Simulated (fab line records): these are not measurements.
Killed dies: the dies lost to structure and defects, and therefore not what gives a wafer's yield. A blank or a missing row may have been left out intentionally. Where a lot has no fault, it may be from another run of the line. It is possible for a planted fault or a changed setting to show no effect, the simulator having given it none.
fab line records + flow n5-finfet
record:
- lots: 4
- wafers: 12
- last-day: 15
route steps=1938 shown MOL_CONTACT_COAG@624 BEOL_M0_SAQP@632 BEOL_M4@1111
lots that met no fault: from a run of the same line without faults
start-h: the number of hours between the record's first day and the start of the first shown wafer of the lot + wait-h: hours elapsed since this lot's preceding step + " the same as in the row above + L1.1+2: several wafers, shown together as one row + - either no value or no given start + * or withheld: withheld + < > ~ a bound
route shown NAME@n: a module of which the file shows steps, and the number in the route of the first + usual: average and standard deviation across the fault-free wafers + same: alike in all rows + chamber/n: place in a boat + sites: per-site readings + _std_site: standard deviation of those values + _edge_site: inner sites' mean taken away from outer sites' mean + radius-mm: how far each site lies from the wafer's centre + mask NAME#n: copy n + behind: tool/chamber where the wafer was last shaped + hold: what put the lot on hold/how long, in hours/how the hold closed + device: the transistor (n, p or np) that didn't switch + end of line: tests run on the same wafers once the route is complete + a step with no rows: only its recipe + killed: count of dies lost to structure and defects at first sort (not the wafer's yield) + map: dies across one wafer; x = killed, . = not, _ = none there
set.NAME: the setting that was run; set.NAME@STEP: the one run at that earlier step + model.NAME: the simulator's own value behind a step, which no gauge read
lots at selected steps of the route; one table per step, one row per wafer
services: the hour from which a tool's chamber was out of use, counted from the record's first day as start-h (under 0 if before that day), plus the number of hours and why
== steps ==
step: N5_MOL_CONTACT_COAG_CVD_140
recipe:
- material: W
- target-thk-a: 665
- mode: selective-fill
- temp-c: 300
- time-s: 215
step: N5_MOL_CONTACT_COAG_PRECLEAN_127
recipe:
- chemistry: DIW
- time-s: 57.5
- temp-c: 23
step: N5_MOL_CONTACT_COAG_SRD_128
recipe:
- dry-time-s: 32
- dry: n2-spin
- spin-rpm: 1500
step: N5_MOL_CONTACT_COAG_CMP_52
recipe:
- stop-on: SiO2
- t-overpolish-s: 1.5
- post-cmp-clean: w-dilute-nh4oh
- down-force-psi: 4
- platen-rpm: 50.289
- pad-velocity-m-s: 1.0006
- target-thk-nm: 66.5
step: N5_MOL_CONTACT_COAG_ANNEAL_112
recipe:
- temp-c: 400
- time-s: 1800
- ambient: HPD2
- pressure-atm: 10
step: N5_BEOL_M0_SAQP_PECVD_00
recipe:
- material: SiCN
- target-thk-a: 80
- temp-c: withheld
- precursor: 3MS/NH3
- pressure-torr: 3
- rf-w: 202
- time-s: 14
step: N5_BEOL_M0_SAQP_ILD_DEP_01
recipe:
- material: SiOC
- target-thk-a: 454.19
- temp-c: 350
- precursor: DEMS/O2
- pressure-torr: 5
- rf-w: 500
- time-s: 8.7
step: N5_BEOL_M0_SAQP_HM_DEP_02
recipe:
- material: TiN
- target-thk-a: 120
- temp-c: 25
- chamber-pressure-pa: 0.49996
step: N5_BEOL_M0_SAQP_PECVD_03
recipe:
- material: SiCN
- target-thk-a: 120
- temp-c: withheld
- precursor: 3MS/NH3
- pressure-torr: 3
- rf-w: 202
- time-s: 21.1
step: N5_BEOL_M0_SAQP_PECVD_96
recipe:
- material: a-Si
- target-thk-a: 450
- temp-c: 350
- precursor: SiH4/He
- pressure-torr: 3
- rf-w: 100
- time-s: 45.2
usual:
- heater-power-w: 582/35
- showerhead-plenum-p-Torr: 5.67/0.079
- susceptor-temp-C: 349.97/0.21
- throttle-valve-pct: 17.9/0.56
| lot.wafer | tool     | chamber | start-h | wait-h | heater-power-w | showerhead-plenum-p-Torr | susceptor-temp-C | throttle-valve-pct |
|-----------|----------|---------|---------|--------|----------------|--------------------------|------------------|--------------------|
| L378.1    | pecvd-03 | 0       | 109.95  | 0.0    | 539            | 5.79                     | 349.90           | 17.3               |
| L378.2    | "        | 2       | "       | "      | 636            | 5.74                     | 350.12           | 17.2               |
| L378.5    | "        | 2       | "       | "      | 623            | 5.75                     | 350.32           | 17.6               |
| L385.1    | pecvd-03 | 1       | 153.90  | 0.0    | 551            | 5.68                     | 349.99           | 18.8               |
| L385.4    | "        | 0       | "       | "      | 567            | 5.80                     | 350.10           | 17.1               |
| L385.5    | "        | 2       | "       | "      | 588            | 5.75                     | 349.99           | 17.9               |
| L386.1    | pecvd-03 | 2       | 156.80  | 0.0    | 564            | 5.76                     | 350.05           | 17.5               |
| L386.3    | "        | 0       | "       | "      | 539            | 5.82                     | 349.95           | 17.0               |
| L386.4    | "        | 0       | "       | "      | 549            | 5.82                     | 350.02           | 17.3               |
| L391.1    | pecvd-04 | 0       | 212.65  | 0.0    | 597            | 5.57                     | 350.39           | 17.6               |
| L391.3    | "        | 2       | "       | "      | 519            | 5.72                     | 350.16           | 18.3               |
| L391.4    | "        | 0       | "       | "      | 581            | 5.57                     | 350.34           | 17.4               |
step: N5_BEOL_M0_SAQP_PECVD_97
recipe:
- material: SiNx
- target-thk-a: 230
- temp-c: 350
- precursor: SiH4/NH3/N2
- pressure-torr: 1.5
- rf-w: 300
- time-s: 19.9
step: N5_BEOL_M0_SAQP_PECVD_04
recipe:
- material: a-Si
- target-thk-a: 600
- temp-c: 350
- precursor: SiH4/He
- pressure-torr: 3
- rf-w: 100
- time-s: 60.2
step: N5_BEOL_M0_SAQP_HM_DEP_111
recipe:
- material: SiO2
- target-thk-a: 120
- temp-c: 400
- precursor: SiH4/N2O
- pressure-torr: 0.75
- rf-w: 275
- time-s: 7.2
step: N5_BEOL_M0_SAQP_COAT_81
recipe:
- resist: SOC
- temp-c: 250
- time-s: 60
- spin-rpm: 1500
- resist-thk-nm: 100
step: N5_BEOL_M0_SAQP_COAT_82
recipe:
- resist: SiARC
- temp-c: 220
- time-s: 60
- spin-rpm: 1500
- resist-thk-nm: 30
step: N5_BEOL_M0_SAQP_COAT_08
recipe:
- resist: CAR-ArF
- spin-rpm: 1500
- resist-thk-nm: 90
step: N5_BEOL_M0_SAQP_EBR_10
recipe:
- solvent: PGMEA
- ebr-width-mm: 1.5
step: N5_BEOL_M0_SAQP_SOFTBAKE_09
recipe:
- temp-c: 110
- time-s: 60
- resist: CAR-ArF
step: N5_BEOL_M0_SAQP_EXPOSE_11
recipe:
- mask-id: M0_CORE
- na: 1.35
- source-shape: dipole
- sigma-inner: 0.538
- sigma-outer: 0.738
- polarization: te
- target-cd-nm: 42
- dose-mj: 55
step: N5_BEOL_M0_SAQP_PEB_12
recipe:
- peb-temp-c: withheld
- peb-time-s: 60
- resist: CAR-ArF
step: N5_BEOL_M0_SAQP_DEVELOP_13
recipe:
- develop-time-s: 30
- developer: TMAH
- resist: CAR-ArF
- dev-temp-c: 23
- rinse-liquid: diw
- dry: air-spin
step: N5_BEOL_M0_SAQP_DESCUM_19
recipe:
- chemistry: O2
- time-s: 7.9
- source-power-w: 50
- bias-power-w: 20
- pressure-mtorr: 20
- rf-frequency-hz: 2.712e+07
- temp-c: 40
- resist: CAR-ArF
- o2-flow-sccm: 225
step: N5_BEOL_M0_SAQP_ETCH_83
recipe:
- chemistry: CF4
- target: SiARC
- target-depth-a: 390
- mask-material: CAR-ArF
- time-s: 65
- ion-energy-ev: 80
- pressure-mtorr: 40
- source-w: 545
- bias-w: 36
- Ar_flow_sccm: 100
- cf4-flow-sccm: 100
- ends: cleared
step: N5_BEOL_M0_SAQP_ETCH_84
recipe:
- chemistry: N2/H2
- target: SOC
- target-depth-a: 1000
- overetch-a: 200
- mask-material: SiARC
- temp-c: 40
- time-s: 150
- ion-energy-ev: 200
- pressure-mtorr: 30
- source-w: 840
- bias-w: 150
- n2-flow-sccm: 200
- h2-flow-sccm: 200
step: N5_BEOL_M0_SAQP_STRIP_80
recipe:
- chemistry: N2/H2
- temp-c: 40
- n2-flow-sccm: 200
- h2-flow-sccm: 200
- rf-frequency-hz: 6e+07
step: N5_BEOL_M0_SAQP_HM_OPEN_112
recipe:
- chemistry: CHF3/O2
- target: SiO2
- stop-on: a-Si
- target-depth-a: 120
- over-etch-frac: 1.25
- mask-material: SOC
- time-s: 13.5
- pressure-mtorr: 30
- source-w: 650
- bias-w: 170
- Ar_flow_sccm: 200
- CHF3_flow_sccm: 50
- O2_flow_sccm: 5
- ion-energy-ev: 200
- ends: end-point
step: N5_BEOL_M0_SAQP_STRIP_113
recipe:
- chemistry: CHF3/O2
- resist: SiARC
- rf-frequency-hz: 6e+07
step: N5_BEOL_M0_SAQP_MANDREL_ETCH_20
recipe:
- target-depth-a: 600
- chemistry: HBr/Cl2
- target: a-Si
- stop-on: SiNx
- bt-time-s: 10
- mask-material: SOC
- over-etch-frac: 0.5
- time-s: 30
- pressure-mtorr: 10
- icp-w: 800
- bias-w: 75
- HBr_flow_sccm: 150
- Cl2_flow_sccm: 80
- ends: end-point
step: N5_BEOL_M0_SAQP_STRIP_86
recipe:
- chemistry: N2/H2
- power-w: 500
- temp-c: 40
- pressure-mtorr: 50
- rf-frequency-hz: 6e+07
- overash-fraction: 0.3
- bias-power-w: 28
- h2-frac: 0.5
- n2-flow-sccm: 300
- h2-flow-sccm: 300
step: N5_BEOL_M0_SAQP_STRIP_115
recipe:
- chemistry: post-etch-residue-remover
- time-s: 60
- temp-c: 25
- remover-ph: withheld
- remover-water-wt-pct: withheld
- remover-fluoride-wt-pct: withheld
step: N5_BEOL_M0_SAQP_SRD_93
recipe:
- dry: ipa-marangoni
- time-s: 30
- temp-c: 23
- rinse-liquid: diw
step: N5_BEOL_M0_SAQP_RECESS_114
recipe:
- chemistry: HF/NH3
- target: SiO2
- target-depth-a: 144
- afs-cycles: 3
- temp-c: 30
- sublimation-temp-c: 180
- sublimation-time-s: 60
step: N5_BEOL_M0_SAQP_SPACER1_ALD_98
recipe:
- material: SiO2
- target-thk-a: 128
- temp-c: 300
- ald-precursor-family: BDEAS
- ald-co-reactant: O2-plasma
- pulse-time-s: 1
- purge-time-s: 2
- co-reactant-purge-time-s: 2
- ald-cycles: 138
- pressure-torr: 2
step: N5_BEOL_M0_SAQP_SPACER1_ETCHBACK_99
recipe:
- chemistry: CHF3/O2
- mode: anisotropic-etchback
- target: SiO2
- target-depth-a: 154
- time-s: 7.7
- pressure-mtorr: 30
- source-w: 650
- bias-w: 170
- Ar_flow_sccm: 200
- CHF3_flow_sccm: 50
- O2_flow_sccm: 5
- ion-energy-ev: 200
step: N5_BEOL_M0_SAQP_MANDREL1_REMOVE_100
recipe:
- chemistry: HBr/Cl2/O2
- bt-time-s: 10
- target: a-Si
- stop-on: SiNx
- endpoint: OES-SiCl
- over-etch-frac: 0.85
- icp-w: 600
- bias-w: 30
- HBr_flow_sccm: 150
- Cl2_flow_sccm: 80
- O2_flow_sccm: 5
- pressure-mtorr: 10
step: N5_BEOL_M0_SAQP_MANDREL_ETCH_103
recipe:
- chemistry: HBr/Cl2
- target: a-Si
- target-depth-a: 450
- bt-time-s: 10
- stop-on: SiCN
- mask-material: SiO2
- over-etch-frac: 0.8
- time-s: 27
- pressure-mtorr: 10
- icp-w: 800
- bias-w: 75
- HBr_flow_sccm: 150
- Cl2_flow_sccm: 80
- ends: end-point
usual:
- bias-w: 75.03/0.21
- drypump-motor-current-A: 5.7/0.42
- oes-product-au: 0.686/0.013
- throttle-valve-pct: 35.5/0.33
| lot.wafer | tool      | chamber | start-h | wait-h | bias-w | drypump-motor-current-A | oes-product-au | rf-hours-counter-h | throttle-valve-pct |
|-----------|-----------|---------|---------|--------|--------|-------------------------|----------------|--------------------|--------------------|
| L378.1    | rie-si-05 | 3       | 112.41  | 0.0    | 74.88  | 6.5                     | 0.704          | 29                 | 36.2               |
| L378.2    | "         | 2       | "       | "      | 75.24  | 5.4                     | 0.696          | 51                 | 35.3               |
| L378.5    | "         | 0       | "       | "      | 75.08  | 6.0                     | 0.677          | -                  | 35.4               |
| L385.1    | rie-si-06 | 0       | 156.43  | 0.0    | 74.69  | 5.6                     | 0.677          | 4                  | 35.1               |
| L385.4    | "         | 2       | "       | "      | 74.89  | 5.3                     | 0.646          | 105                | 35.6               |
| L385.5    | "         | 3       | "       | "      | 74.97  | 5.9                     | 0.686          | -                  | 35.4               |
| L386.1    | rie-si-06 | 2       | 159.98  | 0.0    | 74.93  | 5.3                     | 0.701          | 105                | 35.5               |
| L386.3    | "         | 1       | "       | "      | 75.29  | 5.0                     | 0.618          | 2                  | 35.6               |
| L386.4    | "         | 0       | "       | "      | 75.40  | 5.6                     | 0.625          | 4                  | 35.2               |
| L391.1    | rie-si-05 | 0       | 215.61  | 0.0    | 75.45  | 6.0                     | 0.683          | 1                  | 35.8               |
| L391.3    | "         | 2       | "       | "      | 74.89  | 5.3                     | 0.689          | 53                 | 35.3               |
| L391.4    | "         | 0       | "       | "      | 75.42  | 6.0                     | 0.690          | -                  | 35.8               |
step: N5_BEOL_M4_RC_MEAS_101
usual:
- DIBL_N: 36.5/1.4
- DIBL_P: 36.6/1.9
- IOFF_N: 0.167/0.029
- IOFF_P: 0.21/0.033
- ION_N: 674/12
- ION_P: 460/8.9
- SS_N: 71.6/0.57
- SS_P: 73.4/0.61
- VT_N: 249/3.3
- VT_P: -250/3.3
| lot.wafer | tool      | chamber | start-h | wait-h | DIBL_N[mV/V] | DIBL_P[mV/V] | IOFF_N[nA/um] | IOFF_P[nA/um] | ION_N[uA/um] | ION_P[uA/um] | SS_N[mV/dec] | SS_P[mV/dec] | VT_N[mV] | VT_P[mV] |
|-----------|-----------|---------|---------|--------|--------------|--------------|---------------|---------------|--------------|--------------|--------------|--------------|----------|----------|
| L378.1    | prober-01 | 0       | 163.74  | 0.6    | 36.7         | 38.0         | 0.190         | 0.20          | 672          | 454          | 71.9         | 73.4         | 245      | -253     |
| L378.2    | "         | 0       | "       | "      | 35.6         | 36.2         | 0.158         | 0.18          | 672          | 451          | 72.0         | 73.6         | 248      | -255     |
| L378.5    | "         | 0       | "       | "      | 37.2         | 38.2         | 0.186         | 0.21          | 673          | 456          | 72.3         | 73.6         | 247      | -250     |
| L385.1    | prober-02 | 0       | 210.20  | 0.0    | 37.9         | 38.3         | 0.204         | 0.24          | 688          | 470          | 72.7         | 73.8         | 243      | -248     |
| L385.4    | "         | 0       | "       | "      | 34.2         | 34.0         | 0.130         | 0.18          | 657          | 453          | 71.4         | 72.8         | 251      | -252     |
| L385.5    | "         | 0       | "       | "      | 35.3         | 35.6         | 0.145         | 0.19          | 667          | 459          | 71.3         | 73.5         | 251      | -251     |
| L386.1    | prober-01 | 0       | 214.73  | 0.0    | 39.4         | 39.9         | 0.250         | 0.27          | 695          | 468          | 72.0         | 74.6         | 238      | -248     |
| L386.3    | "         | 0       | "       | "      | 36.2         | 35.6         | 0.155         | 0.18          | 681          | 457          | 72.0         | 73.7         | 247      | -252     |
| L386.4    | "         | 0       | "       | "      | 38.2         | 37.7         | 0.201         | 0.21          | 686          | 461          | 72.1         | 73.2         | 246      | -252     |
| L391.1    | prober-02 | 0       | 263.65  | 0.0    | 38.4         | 38.3         | 0.193         | 0.25          | 676          | 462          | 71.1         | 73.3         | 249      | -247     |
| L391.3    | "         | 0       | "       | "      | 35.9         | 36.9         | 0.154         | 0.23          | 678          | 474          | 72.1         | 72.9         | 250      | -247     |
| L391.4    | "         | 0       | "       | "      | 35.9         | 36.2         | 0.146         | 0.22          | 668          | 462          | 71.3         | 72.9         | 250      | -247     |
== services ==
| tool      | chamber | start-h | hours | kind           |
|-----------|---------|---------|-------|----------------|
| pecvd-03  | 0       | 92.08   | 2.8   | repair         |
| rie-si-05 | 1       | 105.88  | -     | clean          |
| rie-si-05 | 1       | 105.88  | 23.8  | scheduled-down |
| rie-si-05 | 1       | 105.88  | 23.8  | vent-cycle     |
| pecvd-04  | -       | 120.08  | 3.5   | repair         |
| rie-si-05 | 0       | 146.12  | -     | clean          |
| rie-si-05 | 0       | 146.12  | 25.2  | scheduled-down |
| rie-si-05 | 0       | 146.12  | 25.2  | vent-cycle     |
| pecvd-03  | 1       | 157.84  | 3.6   | repair         |
| rie-si-05 | 3       | 179.11  | 1.7   | repair         |
| rie-si-05 | 1       | 213.17  | 7.1   | repair         |
== key ==
first-sign:
- step: N5_BEOL_M0_SAQP_MANDREL_ETCH_103
- reading: oes-product-au
- direction: down
- sigmas: 4.3
- usual: 0.686
- struck: 0.630
effect none on later readings
met-at N5_BEOL_M0_SAQP_PECVD_96
struck-wafers L385.4,L386.3,L386.4
onset-between 109.95 153.90
fault:
- kind: site-profile-drift
- tool: pecvd-03
- chamber: 0
- onset-h: 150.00
- steps: N5_BEOL_M0_SAQP_PECVD_96
- basis: fraction
- max-abs-drift: 0.33516
- slope-share-per-hr: 74.48
- site-pattern: 0,0,0,0,0,-1,-1,-1,-1
